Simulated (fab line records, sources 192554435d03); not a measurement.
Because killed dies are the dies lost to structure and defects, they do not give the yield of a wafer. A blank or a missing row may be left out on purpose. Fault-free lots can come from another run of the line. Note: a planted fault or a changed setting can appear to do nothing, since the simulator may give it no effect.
fab line records -- flow n5_finfet
record: lots: 8, wafers: 24, last_day: 17
route steps=1938 shown BEOL_M0_SAQP@678 BEOL_M0_CUTY@705 BEOL_M0@720 BEOL_M4@1111 PASSIVATION@1936
lots with no fault: from the same line, run without faults
start_h: hours from the record's first day to the start of the lot's first wafer shown -- wait_h: time in hours since the lot's previous step -- " same as the row above -- L1.1+2: one row covering several wafers at once -- - value missing, or start not given -- * or withheld: withheld -- < > ~ a bound
route shown NAME@n: a module of which the file shows steps, and the number in the route of the first -- usual: mean/standard deviation of fault-free wafers -- same: alike in all rows -- chamber/n: place in a boat -- sites: each site's reading -- _std_site: the values' standard deviation -- _edge_site: mean of outer sites minus mean of inner sites -- radius_mm: for every site, how far away it sits from the centre of the wafer -- mask NAME#n: copy n -- behind: tool/chamber where the wafer was last shaped -- hold: why the lot was held/for how many hours/how that ended -- device: names the non-switching transistor (n, p or np) -- end of line: tests run on the same wafers once the route is complete -- step lacking rows: just its recipe -- killed: count of dies lost to structure and defects at first sort (not the wafer's yield) -- map: shows each die of a wafer: x if killed, . if not, _ if none is there
set.NAME: setting as actually run; set.NAME@STEP: the setting as run at that earlier step -- model.NAME: the simulator's own value behind a step, which no gauge read
a sample of lots followed through the steps of the route, with each step as a table and each wafer as a row
services: when a tool's chamber went out of use (start_h, in hours from the record's first day, below 0 if earlier), for how many hours, and the reason
== steps ==
step: N5_BEOL_M0_SAQP_MANDREL2_REMOVE_110
recipe: chemistry: HBr/Cl2/O2, bt_time_s: 10, target: a-Si, stop_on: SiCN, endpoint: OES-SiCl, over_etch_frac: 1, icp_w: 600, bias_w: 30, HBr_flow_sccm: 150, Cl2_flow_sccm: 80, O2_flow_sccm: 5, pressure_mtorr: 10
usual: drypump_motor_current_A: 5.7/0.51, he_backside_leak_sccm: 2.7/0.32, mfc_cl2_sccm: 80.02/0.24, oes_o_777_au: 1.02/0.051, oes_product_au: 1.012/0.015, rf_fwd_power_W: 596.7/2.2, throttle_valve_pct: 36.7/0.33
lot.wafer,tool,chamber,start_h,wait_h,drypump_motor_current_A,he_backside_leak_sccm,mfc_cl2_sccm,oes_o_777_au,oes_product_au,rf_fwd_power_W,rf_hours_counter_h,throttle_valve_pct
L954.2,rie_si-06,3,119.49,0.1,5.5,2.6,80.16,1.03,1.029,598.2,67,36.7
L954.3,rie_si-06,0,119.49,0.1,6.7,2.7,79.99,1.03,1.016,596.9,169,37.2
L954.6,rie_si-06,1,119.49,0.1,6.7,3.0,79.56,1.05,1.015,594.8,-,36.3
L955.2,rie_si-04,3,127.89,0.1,5.7,2.9,79.97,0.95,1.000,600.0,118,37.2
L955.5,rie_si-04,1,127.89,0.1,5.9,2.4,80.05,1.04,1.003,598.2,-,36.7
L955.6,rie_si-04,2,127.89,0.1,5.4,2.5,80.23,1.06,1.010,600.0,-,36.7
L956.1,rie_si-06,1,130.83,0.1,6.7,3.2,80.29,1.06,1.027,597.5,107,36.3
L956.2,rie_si-06,0,130.83,0.1,6.7,2.6,79.86,1.04,1.018,596.9,169,37.2
L956.5,rie_si-06,3,130.83,0.1,5.5,2.7,80.49,1.02,1.022,598.0,-,36.7
L960.1,rie_si-06,3,152.40,0.1,5.5,2.6,80.40,1.02,1.017,599.0,67,36.7
L960.3,rie_si-06,2,152.40,0.1,5.0,2.4,79.90,1.06,1.023,596.8,21,37.0
L960.6,rie_si-06,1,152.40,0.1,6.7,3.0,80.72,1.06,1.016,594.4,-,36.3
L962.3,rie_si-04,0,168.47,0.1,6.0,2.9,80.06,0.97,1.012,596.7,182,36.6
L962.4,rie_si-04,3,168.47,0.1,5.7,2.8,80.01,0.95,1.005,598.5,119,37.2
L962.5,rie_si-04,2,168.47,0.1,5.4,2.4,79.84,1.05,1.003,599.5,-,36.7
L964.1,rie_si-04,2,188.21,0.1,5.4,2.7,80.09,1.06,1.016,600.8,138,36.7
L964.4,rie_si-04,1,188.21,0.1,5.8,2.3,80.13,1.04,1.004,597.7,50,36.7
L964.5,rie_si-04,2,188.21,0.1,5.4,2.4,80.24,1.06,1.002,598.5,-,36.7
L966.4,rie_si-04,0,193.36,0.1,6.0,3.3,79.61,0.97,1.028,599.5,183,36.6
L966.5,rie_si-04,2,193.36,0.1,5.3,2.5,80.11,1.06,1.010,599.4,-,36.7
L966.6,rie_si-04,1,193.36,0.1,5.9,2.4,79.97,1.05,1.006,595.5,-,36.7
L976.3,rie_si-04,2,249.09,0.1,5.4,2.5,80.09,1.06,1.017,597.5,139,36.7
L976.4,rie_si-04,0,249.09,0.1,6.0,3.2,80.34,0.98,1.010,602.9,184,36.6
L976.6,rie_si-04,3,249.09,0.1,5.7,2.8,79.88,0.95,1.008,601.4,-,37.2
step: N5_BEOL_M0_SAQP_CUT_ETCH_46
recipe: chemistry: N2/H2, target: SOC, target_depth_a: 1350, overetch_a: 270, temp_c: 40, time_s: 202.5, ion_energy_ev: 200, mask_material: SiARC, pressure_mtorr: 30, source_w: 840, bias_w: 150, n2_flow_sccm: 200, h2_flow_sccm: 200
usual: drypump_motor_current_A: 5.7/0.33, rf_fwd_power_W: 837.8/2.6, rf_vpp_V: 523.7/2.7, showerhead_plenum_p_Torr: 2.53/0.089, throttle_valve_pct: 17.91/0.2
lot.wafer,tool,chamber,start_h,wait_h,drypump_motor_current_A,rf_fwd_power_W,rf_hours_counter_h,rf_vpp_V,showerhead_plenum_p_Torr,throttle_valve_pct
L954.2,rie_diel-05,1,120.17,0.0,5.8,837.6,142,523.4,2.53,17.47
L954.3,rie_diel-05,0,120.17,0.0,5.9,830.8,125,522.1,2.44,17.88
L954.6,rie_diel-05,3,120.17,0.0,6.1,840.4,-,520.0,2.40,18.35
L955.2,rie_diel-05,1,128.51,0.0,5.7,835.6,145,523.7,2.53,17.47
L955.5,rie_diel-05,2,128.51,0.0,5.5,842.4,-,523.9,2.58,17.59
L955.6,rie_diel-05,0,128.51,0.0,5.9,838.5,-,520.3,2.44,17.87
L956.1,rie_diel-03,3,131.45,0.0,5.2,835.0,160,523.6,2.54,17.97
L956.2,rie_diel-03,0,131.45,0.0,5.4,837.0,181,523.9,2.53,18.08
L956.5,rie_diel-03,3,131.45,0.0,5.3,838.1,-,525.2,2.54,17.96
L960.1,rie_diel-05,1,153.15,0.0,5.8,835.5,153,524.0,2.53,17.48
L960.3,rie_diel-05,0,153.15,0.0,5.8,839.5,136,520.8,2.44,17.91
L960.6,rie_diel-05,3,153.15,0.0,6.1,835.9,-,529.4,2.71,17.90
L962.3,rie_diel-03,0,169.09,0.0,5.4,841.7,196,523.8,2.53,18.10
L962.4,rie_diel-03,3,169.09,0.0,5.3,841.9,175,525.5,2.54,18.00
L962.5,rie_diel-03,3,169.09,0.0,5.3,835.1,-,523.2,2.53,17.99
L964.1,rie_diel-05,3,188.95,0.0,6.1,837.2,16,528.6,2.71,17.91
L964.4,rie_diel-05,2,188.95,0.0,5.6,838.4,58,525.1,2.58,17.64
L964.5,rie_diel-05,1,188.95,0.0,5.7,839.0,-,525.4,2.52,17.50
L966.4,rie_diel-05,3,193.99,0.0,6.1,842.0,17,529.3,2.71,17.91
L966.5,rie_diel-05,3,193.99,0.0,6.1,840.1,-,527.7,2.71,17.92
L966.6,rie_diel-05,0,193.99,0.0,5.8,833.9,-,520.8,2.43,17.93
L976.3,rie_diel-06,1,251.01,0.0,5.9,836.2,193,527.6,2.64,17.95
L976.4,rie_diel-06,2,251.01,0.0,5.5,840.3,230,522.6,2.52,17.90
L976.6,rie_diel-06,3,251.01,0.0,5.8,835.1,-,525.6,2.58,18.00
step: N5_BEOL_M0_CUTY_EXPOSE_54
recipe: mask_id: M0_ABLK, na: 1.35, source_shape: conventional, sigma_outer: 0.8, polarization: unpolarized, dose_mj: 36
usual: reticle_temp_C: 23.00/0.11, stage_vel_mm_s: 500.04/0.25
lot.wafer,tool,chamber,start_h,wait_h,mask,reticle_temp_C,stage_vel_mm_s
L954.2,arfi_scanner-03,0,121.54,-,M0_ABLK#0,22.84,500.38
L954.3,arfi_scanner-03,0,121.54,-,M0_ABLK#0,23.05,499.93
L954.6,arfi_scanner-03,0,121.54,-,M0_ABLK#0,22.97,500.03
L955.2,arfi_scanner-02,0,129.68,-,M0_ABLK#0,22.88,500.37
L955.5,arfi_scanner-02,0,129.68,-,M0_ABLK#0,22.65,500.14
L955.6,arfi_scanner-02,0,129.68,-,M0_ABLK#0,22.85,500.04
L956.1,arfi_scanner-01,0,132.54,-,M0_ABLK#0,22.93,499.46
L956.2,arfi_scanner-01,0,132.54,-,M0_ABLK#0,23.09,499.82
L956.5,arfi_scanner-01,0,132.54,-,M0_ABLK#0,23.00,499.88
L960.1,arfi_scanner-01,0,155.98,-,M0_ABLK#0,23.11,499.97
L960.3,arfi_scanner-01,0,155.98,-,M0_ABLK#0,22.90,500.36
L960.6,arfi_scanner-01,0,155.98,-,M0_ABLK#0,23.13,500.14
L962.3,arfi_scanner-02,0,170.07,-,M0_ABLK#0,22.93,500.07
L962.4,arfi_scanner-02,0,170.07,-,M0_ABLK#0,23.01,499.86
L962.5,arfi_scanner-02,0,170.07,-,M0_ABLK#0,23.02,499.90
L964.1,arfi_scanner-02,0,190.31,-,M0_ABLK#0,23.21,500.24
L964.4,arfi_scanner-02,0,190.31,-,M0_ABLK#0,23.01,499.78
L964.5,arfi_scanner-02,0,190.31,-,M0_ABLK#0,23.03,500.18
L966.4,arfi_scanner-03,0,195.35,-,M0_ABLK#0,22.96,500.06
L966.5,arfi_scanner-03,0,195.35,-,M0_ABLK#0,22.97,499.97
L966.6,arfi_scanner-03,0,195.35,-,M0_ABLK#0,22.91,499.94
L976.3,arfi_scanner-03,0,252.13,-,M0_ABLK#0,22.91,500.29
L976.4,arfi_scanner-03,0,252.13,-,M0_ABLK#0,22.90,499.94
L976.6,arfi_scanner-03,0,252.13,-,M0_ABLK#0,22.88,500.15
step: N5_BEOL_M0_CUTY_CD_MEAS_57
recipe: target_cd_nm: 200, landing_energy_ev: 500, detector: se_inlens, polarity: line
usual: cd_nm: 200.0/1
lot.wafer,tool,chamber,start_h,wait_h,cd_nm
L954.2,cd_sem-01,0,121.66,-,199.7
L954.3,cd_sem-01,0,121.66,-,200.2
L954.6,cd_sem-01,0,121.66,-,200.7
L955.2,cd_sem-01,0,129.80,-,202.2
L955.5,cd_sem-01,0,129.80,-,200.8
L955.6,cd_sem-01,0,129.80,-,201.2
L956.1,cd_sem-03,0,132.67,-,198.0
L956.2,cd_sem-03,0,132.67,-,200.4
L956.5,cd_sem-03,0,132.67,-,198.0
L960.1,cd_sem-02,0,156.11,-,200.3
L960.3,cd_sem-02,0,156.11,-,200.7
L960.6,cd_sem-02,0,156.11,-,200.4
L962.3,cd_sem-01,0,170.19,-,199.8
L962.4,cd_sem-01,0,170.19,-,200.1
L962.5,cd_sem-01,0,170.19,-,198.7
L964.1,cd_sem-01,0,190.43,-,199.6
L964.4,cd_sem-01,0,190.43,-,199.4
L964.5,cd_sem-01,0,190.43,-,201.1
L966.4,cd_sem-03,0,195.46,-,201.1
L966.5,cd_sem-03,0,195.46,-,201.2
L966.6,cd_sem-03,0,195.46,-,200.7
L976.3,cd_sem-03,0,252.25,-,148.1
L976.4,cd_sem-03,0,252.25,-,201.6
L976.6,cd_sem-03,0,252.25,-,200.7
step: N5_BEOL_M0_ETCH_128
recipe: chemistry: CF4/N2, target_depth_a: 120, overetch_a: 51, target: SiCN, time_s: 21.4, ion_energy_ev: 150, pressure_mtorr: 40, source_w: 430, bias_w: 70, Ar_flow_sccm: 100, cf4_flow_sccm: 60, n2_flow_sccm: 60
usual: drypump_motor_current_A: 5.9/0.43, mfc_ar_sccm: 100.0/0.3, oes_product_au: 0.55/0.061, rf_fwd_power_W: 426.2/1.7, rf_vpp_V: 382.6/1.5, showerhead_plenum_p_Torr: 2.22/0.054, throttle_valve_pct: 15.5/0.31
lot.wafer,tool,chamber,start_h,wait_h,drypump_motor_current_A,mfc_ar_sccm,oes_product_au,rf_fwd_power_W,rf_hours_counter_h,rf_vpp_V,showerhead_plenum_p_Torr,throttle_valve_pct
L954.2,rie_diel-02,2,124.75,1.4,6.0,99.8,0.55,426.2,78,382.0,2.24,15.1
L954.3,rie_diel-02,3,124.75,1.4,5.6,100.4,0.50,425.3,196,382.5,2.28,15.5
L954.6,rie_diel-02,2,124.75,1.4,6.0,100.2,0.55,427.5,-,382.9,2.24,15.2
L956.1,rie_diel-02,0,135.11,0.1,5.9,100.2,0.51,422.8,147,380.9,2.20,15.5
L956.2,rie_diel-02,1,135.11,0.1,6.3,100.0,0.60,428.4,21,383.7,2.26,15.4
L956.5,rie_diel-02,3,135.11,0.1,5.6,100.2,0.51,426.3,-,384.7,2.28,15.5
L955.2,rie_diel-01,3,135.19,0.1,5.6,100.4,0.55,427.4,108,383.1,2.23,15.7
L955.5,rie_diel-01,2,135.19,0.1,6.4,100.0,0.48,423.8,-,383.9,2.26,15.6
L955.6,rie_diel-01,0,135.19,0.1,5.9,100.3,0.50,425.3,-,381.5,2.10,15.8
L960.1,rie_diel-04,3,157.28,0.2,5.2,99.6,0.48,425.8,225,382.8,2.18,15.9
L960.3,rie_diel-04,1,157.28,0.2,6.5,100.1,0.59,426.8,55,381.1,2.15,15.3
L960.6,rie_diel-04,2,157.28,0.2,5.4,99.2,0.47,427.6,-,383.7,2.28,15.8
L962.3,rie_diel-04,2,174.15,0.7,5.4,99.8,0.47,426.7,233,384.2,2.28,15.8
L962.4,rie_diel-04,0,174.15,0.7,5.9,99.5,0.64,425.7,17,383.6,2.25,14.9
L962.5,rie_diel-04,2,174.15,0.7,5.4,100.3,0.48,425.3,-,382.6,2.28,15.8
L964.1,rie_diel-02,0,191.66,0.5,5.9,99.9,0.51,425.2,167,382.9,2.19,15.6
L964.4,rie_diel-02,3,191.66,0.5,5.6,100.5,0.49,424.5,221,384.9,2.27,15.5
L964.5,rie_diel-02,2,191.66,0.5,6.0,100.2,0.54,426.8,-,382.4,2.23,15.2
L966.4,rie_diel-02,1,197.98,0.0,6.3,99.6,0.58,429.6,-,384.8,2.25,15.5
L966.5,rie_diel-02,2,197.98,0.0,6.0,100.6,0.54,425.9,-,382.8,2.23,15.2
L966.6,rie_diel-02,3,197.98,0.0,5.6,99.8,0.49,425.9,-,384.4,2.27,15.6
L976.4,rie_diel-02,1,259.17,0.0,6.2,99.6,0.57,427.5,66,383.6,2.24,15.5
L976.6,rie_diel-02,2,259.17,0.0,6.0,99.9,0.52,424.3,-,382.8,2.22,15.2
step: N5_BEOL_M4_RC_MEAS_101
usual: DIBL_N: 36.6/2.1, DIBL_P: 36.3/2.2, IOFF_N: 0.16/0.036, IOFF_P: 0.21/0.038, ION_N: 671/12, ION_P: 460/7.5, SS_N: 71.8/0.72, SS_P: 73.3/0.72, VT_N: 250/3.2, VT_P: -250/3.5
lot.wafer,tool,chamber,start_h,wait_h,DIBL_N[mV/V],DIBL_P[mV/V],IOFF_N[nA/um],IOFF_P[nA/um],ION_N[uA/um],ION_P[uA/um],SS_N[mV/dec],SS_P[mV/dec],VT_N[mV],VT_P[mV]
L954.2,prober-01,0,171.84,0.2,39.8,37.1,0.20,0.26,678,469,72.1,73.7,249,-245
L954.3,prober-01,0,171.84,0.2,37.9,35.5,0.17,0.24,679,473,71.9,73.5,247,-246
L954.6,prober-01,0,171.84,0.2,39.4,36.5,0.19,0.25,666,460,72.7,73.9,247,-246
L955.2,prober-02,0,179.72,0.2,35.4,36.4,0.17,0.22,661,459,72.0,74.1,250,-251
L955.5,prober-02,0,179.72,0.2,36.8,37.3,0.20,0.23,678,460,72.4,74.3,245,-250
L955.6,prober-02,0,179.72,0.2,38.4,40.0,0.23,0.28,680,461,72.7,74.9,243,-248
L956.1,prober-01,0,181.14,0.0,36.6,35.8,0.18,0.21,674,458,71.9,73.5,249,-251
L956.2,prober-01,0,181.14,0.0,34.7,33.8,0.14,0.18,670,463,71.7,73.2,250,-254
L956.5,prober-01,0,181.14,0.0,35.2,33.3,0.14,0.17,664,452,71.7,72.9,251,-253
L960.1,prober-02,0,212.55,0.0,38.0,36.7,0.17,0.23,659,459,72.0,73.5,249,-247
L960.3,prober-02,0,212.55,0.0,39.1,37.5,0.18,0.24,674,465,72.2,73.8,248,-248
L960.6,prober-02,0,212.55,0.0,40.2,38.5,0.21,0.26,673,461,72.8,73.4,245,-247
L962.3,prober-02,0,218.80,0.3,34.4,35.1,0.13,0.19,663,456,70.9,72.4,252,-252
L962.4,prober-02,0,218.80,0.3,35.4,35.9,0.15,0.21,678,470,71.0,73.1,249,-249
L962.5,prober-02,0,218.80,0.3,32.6,33.4,0.11,0.16,666,461,70.7,72.5,252,-252
L964.1,prober-02,0,242.64,0.1,38.5,40.2,0.19,0.22,668,455,71.9,73.7,248,-253
L964.4,prober-02,0,242.64,0.1,32.7,32.7,0.10,0.13,649,448,70.5,71.0,256,-255
L964.5,prober-02,0,242.64,0.1,37.1,37.2,0.17,0.18,660,448,72.6,72.8,251,-255
L966.4,prober-01,0,242.73,0.5,40.5,39.9,0.23,0.26,696,469,72.1,74.7,244,-249
L966.5,prober-01,0,242.73,0.5,42.0,42.1,0.27,0.30,694,470,73.8,74.8,246,-244
L966.6,prober-01,0,242.73,0.5,40.0,37.6,0.20,0.21,666,452,73.2,73.8,249,-251
L976.4,prober-02,0,300.42,0.5,36.7,37.2,0.17,0.27,686,478,71.8,73.5,247,-245
L976.6,prober-02,0,300.42,0.5,36.5,36.3,0.16,0.23,678,467,71.5,74.0,249,-246
step: N5_PASSIVATION_PROBE_49
usual: defect_limited_yield: 91.1/1.4, killed_at_M0_to_M3: 33/9.1, killed_at_M4_up: 14/5.6, killed_at_contacts: 13/5.7, killed_at_front_end: 42/12, killed_at_other: 4/3, killed_dies: 105/16, killed_on_rim: 13/4, killed_open: 69/11, killed_short: 34/7.5, sort_bin_4_leakage: 0.00/0.0072, sort_bin_5_function: 5.2/0.91, sort_bin_6_memory: 3.3/0.64, sort_n_pass: 1075/16, sort_yield_pct: 91.1/1.4
same: gross_dies: 1180, killed_at_back_side: 0, sort_bin_8_speed[%]: 0
lot.wafer,tool,chamber,start_h,wait_h,defect_limited_yield[%],killed_at_M0_to_M3,killed_at_M4_up,killed_at_contacts,killed_at_front_end,killed_at_other,killed_dies,killed_on_rim,killed_open,killed_short,sort_bin_4_leakage[%],sort_bin_5_function[%],sort_bin_6_memory[%],sort_n_pass,sort_yield_pct[%]
L954.2,prober-02,-,263.52,0.1,91.1,22,12,19,48,4,105,12,65,35,0,5.0,3.8,1075,91.1
L954.3,prober-02,-,263.57,0.1,91.3,27,6,17,48,5,103,9,62,40,0,5.7,2.5,1077,91.3
L954.6,prober-02,-,263.72,0.3,93.0,25,9,14,30,5,83,7,54,29,0,3.7,3.0,1097,93.0
L956.1,prober-01,-,274.06,0.0,88.2,60,13,15,51,0,139,21,90,48,0,7.0,4.5,1041,88.2
L956.2,prober-01,-,274.11,0.1,90.8,50,12,5,40,1,108,8,67,40,0,5.4,3.2,1072,90.8
L956.5,prober-01,-,274.26,0.2,90.3,46,10,16,39,4,115,18,71,39,0,5.2,4.2,1065,90.3
L955.2,prober-02,-,281.85,0.1,90.8,31,15,31,26,5,108,11,73,33,0,5.6,3.5,1072,90.8
L955.5,prober-02,-,282.00,0.2,92.6,26,21,11,24,5,87,15,59,23,0,4.3,3.0,1093,92.6
L955.6,prober-02,-,282.05,0.3,92.0,25,24,11,29,5,94,17,64,30,0,4.8,2.9,1086,92.0
L960.1,prober-01,-,311.01,0.2,92.3,37,12,11,30,1,91,14,64,25,0,4.4,3.1,1089,92.3
L960.3,prober-01,-,311.11,0.3,92.9,26,8,11,39,0,84,7,51,33,0,4.4,2.4,1096,92.9
L960.6,prober-01,-,311.26,0.4,89.6,32,10,8,68,5,123,15,80,43,0,6.0,4.0,1057,89.6
L976.3,prober-01,-,410.74,0.1,0.1,1076,12,16,65,10,1179,152,79,42,0,95.5,3.8,1,0.1
L976.4,prober-01,-,410.79,0.2,90.7,31,8,17,48,6,110,12,67,39,0,5.1,3.6,1070,90.7
L976.6,prober-01,-,410.89,0.3,91.0,31,9,12,50,4,106,12,65,37,0,4.9,3.8,1074,91.0
killed by level:class
L954.2 FIN_SAQP:geometric_particle:open=15 MOL_CONTACT_COAG:geometric_particle:open=15 FIN_SAQP:geometric_particle:short=9 BEOL_M0_SAQP:geometric_particle:short=6 STI_FIN_REVEAL:geometric_particle:open=5 BEOL_M0_SAQP:geometric_particle:open=4 BEOL_M1:geometric_particle:open=4 STI_FIN_REVEAL:geometric_particle:short=3
L954.3 MOL_CONTACT_COAG:geometric_particle:open=13 FIN_SAQP:geometric_particle:open=11 BEOL_M0_SAQP:geometric_particle:open=11 GATE_CUT:geometric_particle:short=10 FIN_SAQP:geometric_particle:short=8 BEOL_M0_SAQP:geometric_particle:short=6 GATE_CUT:geometric_particle:open=5 STI_FIN_REVEAL:geometric_particle:open=5
L954.6 MOL_CONTACT_COAG:geometric_particle:open=13 FIN_SAQP:geometric_particle:open=8 BEOL_M0_SAQP:geometric_particle:open=7 FIN_SAQP:geometric_particle:short=5 GATE_CUT:geometric_particle:short=5 BEOL_M0_SAQP:geometric_particle:short=4 BEOL_M2:geometric_particle:short=4 BEOL_M2:geometric_particle:open=4
L956.1 FIN_SAQP:geometric_particle:short=16 BEOL_M3:geometric_particle:open=15 BEOL_M1:geometric_particle:open=13 BEOL_M0_SAQP:geometric_particle:open=11 FIN_SAQP:geometric_particle:open=10 MOL_CONTACT_COAG:geometric_particle:open=9 BEOL_M2:geometric_particle:open=7 MOL_CONTACT_COAG:geometric_particle:short=5
L956.2 BEOL_M1:geometric_particle:open=17 FIN_SAQP:geometric_particle:short=12 BEOL_M3:geometric_particle:open=8 BEOL_M4:geometric_particle:open=8 FIN_SAQP:geometric_particle:open=6 GATE_CUT:geometric_particle:short=6 MOL_CONTACT_COAG:geometric_particle:open=5 BEOL_M1:geometric_particle:short=5
L956.5 BEOL_M1:geometric_particle:open=14 STI_FIN_REVEAL:geometric_particle:open=11 MOL_CONTACT_COAG:geometric_particle:open=11 BEOL_M0_SAQP:geometric_particle:short=8 BEOL_M0_SAQP:geometric_particle:open=6 BEOL_M1:geometric_particle:short=6 BEOL_M4:geometric_particle:open=5 GATE_CUT:geometric_particle:short=5
L955.2 MOL_CONTACT_COAG:geometric_particle:open=23 BEOL_M3:geometric_particle:open=8 MOL_CONTACT_COAG:geometric_particle:short=7 BEOL_M2:geometric_particle:open=6 BEOL_M5:geometric_particle:open=6 GATE_CUT:geometric_particle:short=5 BEOL_M0_SAQP:geometric_particle:open=5 BEOL_M4:geometric_particle:open=4
L955.5 BEOL_M4:geometric_particle:open=11 MOL_CONTACT_COAG:geometric_particle:open=10 BEOL_M3:geometric_particle:open=10 FIN_SAQP:geometric_particle:short=5 FIN_SAQP:geometric_particle:open=4 GATE_CUT:geometric_particle:short=4 BEOL_M1:geometric_particle:open=4 BEOL_M3:geometric_particle:short=3
L955.6 BEOL_M3:geometric_particle:open=14 MOL_CONTACT_COAG:geometric_particle:open=10 FIN_SAQP:geometric_particle:short=5 GATE_CUT:geometric_particle:short=5 BEOL_M2:geometric_particle:open=5 BEOL_M4:geometric_particle:short=5 STARTING-WAFER:geometric_particle:open=5 FIN_SAQP:geometric_particle:open=4
L960.1 BEOL_M0_SAQP:geometric_particle:open=13 MOL_CONTACT_COAG:geometric_particle:open=9 STI_FIN_REVEAL:geometric_particle:open=8 BEOL_M0_SAQP:geometric_particle:short=8 FIN_SAQP:geometric_particle:open=5 DUMMY_GATE:geometric_particle:open=4 BEOL_M1:geometric_particle:open=4 BEOL_M2:geometric_particle:open=4
L960.3 FIN_SAQP:geometric_particle:short=9 BEOL_M0_SAQP:geometric_particle:open=8 STI_FIN_REVEAL:geometric_particle:open=6 MOL_CONTACT_COAG:geometric_particle:open=6 FIN_SAQP:geometric_particle:open=5 MOL_CONTACT_COAG:geometric_particle:short=5 BEOL_M1:geometric_particle:open=5 STARTING-WAFER:geometric_particle:short=5
L960.6 STI_FIN_REVEAL:geometric_particle:open=26 FIN_SAQP:geometric_particle:short=10 BEOL_M0_SAQP:geometric_particle:short=10 BEOL_M0_SAQP:geometric_particle:open=10 FIN_SAQP:geometric_particle:open=8 MOL_CONTACT_COAG:geometric_particle:open=6 STI_FIN_REVEAL:geometric_particle:short=5 DUMMY_GATE:geometric_particle:open=5
L976.3 BEOL_M0_CUTY:area_expose=1053 STI_FIN_REVEAL:geometric_particle:open=17 FIN_SAQP:geometric_particle:short=16 FIN_SAQP:geometric_particle:open=13 MOL_CONTACT_COAG:geometric_particle:open=13 BEOL_M4:geometric_particle:open=7 MIM_TOP:geometric_particle:open=5 STI_FIN_REVEAL:geometric_particle:short=4
L976.4 MOL_CONTACT_COAG:geometric_particle:open=12 FIN_SAQP:geometric_particle:open=10 FIN_SAQP:geometric_particle:short=9 STI_FIN_REVEAL:geometric_particle:open=9 BEOL_M0_SAQP:geometric_particle:open=6 BEOL_M2:geometric_particle:short=5 ILD0:geometric_particle:short=5 BEOL_M1:geometric_particle:open=5
L976.6 FIN_SAQP:geometric_particle:open=14 FIN_SAQP:geometric_particle:short=12 MOL_CONTACT_COAG:geometric_particle:open=10 BEOL_M1:geometric_particle:open=8 BEOL_M2:geometric_particle:open=6 STI_FIN_REVEAL:geometric_particle:open=5 STI_FIN_REVEAL:geometric_particle:short=4 BEOL_M4:geometric_particle:open=4
== services ==
tool,chamber,start_h,hours,kind
rie_diel-03,2,100.80,22.0,repair
arfi_scanner-03,-,104.29,1.1,repair
arfi_scanner-03,-,114.95,5.2,repair
arfi_scanner-03,-,120.20,0.8,pm
arfi_scanner-01,-,121.02,1.3,pm
arfi_scanner-02,-,122.99,0.8,pm
arfi_scanner-03,-,129.49,1.0,pm
rie_diel-04,3,133.21,1.2,repair
arfi_scanner-02,-,140.93,1.6,repair
arfi_scanner-02,-,147.50,1.0,pm
rie_diel-05,2,147.57,7.4,repair
arfi_scanner-03,-,156.61,1.3,pm
arfi_scanner-01,-,172.07,1.0,pm
arfi_scanner-03,-,174.39,3.9,pm
arfi_scanner-01,-,179.32,1.1,repair
rie_si-04,-,179.37,2.8,pm
rie_si-04,2,193.93,5.0,repair
arfi_scanner-02,-,203.55,1.3,pm
arfi_scanner-02,-,204.85,4.9,pm
arfi_scanner-03,-,208.00,1.0,pm
rie_diel-02,2,231.84,21.6,repair
arfi_scanner-03,-,235.62,4.9,pm
arfi_scanner-02,-,237.65,1.0,pm
arfi_scanner-02,-,249.06,3.6,repair
== key ==
first_sign: step: N5_BEOL_M0_CUTY_CD_MEAS_57, reading: cd_nm, direction: down, sigmas: 51, usual: 200.0, struck: 148.1
effect: step: N5_PASSIVATION_PROBE_49, reading: killed_at_M0_to_M3, direction: up, sigmas: 99+, usual: 33, struck: 1076
more_kills_born_at: N5_BEOL_M0_CUTY_EXPOSE_54@arfi_scanner-03: 1053
met_at N5_BEOL_M0_CUTY_EXPOSE_54
struck_lots L976
struck_wafers L976.3
later_rows_left_out L976.3
not_acting_at N5_BEOL_M0_SAQP_MANDREL2_REMOVE_110,N5_BEOL_M0_SAQP_CUT_ETCH_46,N5_BEOL_M0_ETCH_128
onset_between 195.35 252.13
fault: kind: process_parameter_drift, tool: arfi_scanner-03, chamber: -, onset_h: 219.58, steps: N5_BEOL_M0_CUTY_EXPOSE_54, channel: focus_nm, offset: 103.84, shape: step, end_h: 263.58, scope: struck_wafers_only
later_rows_left_out: the simulator's readings of these wafers behind a module that went badly wrong aren't trusted and aren't shown, but for the sort
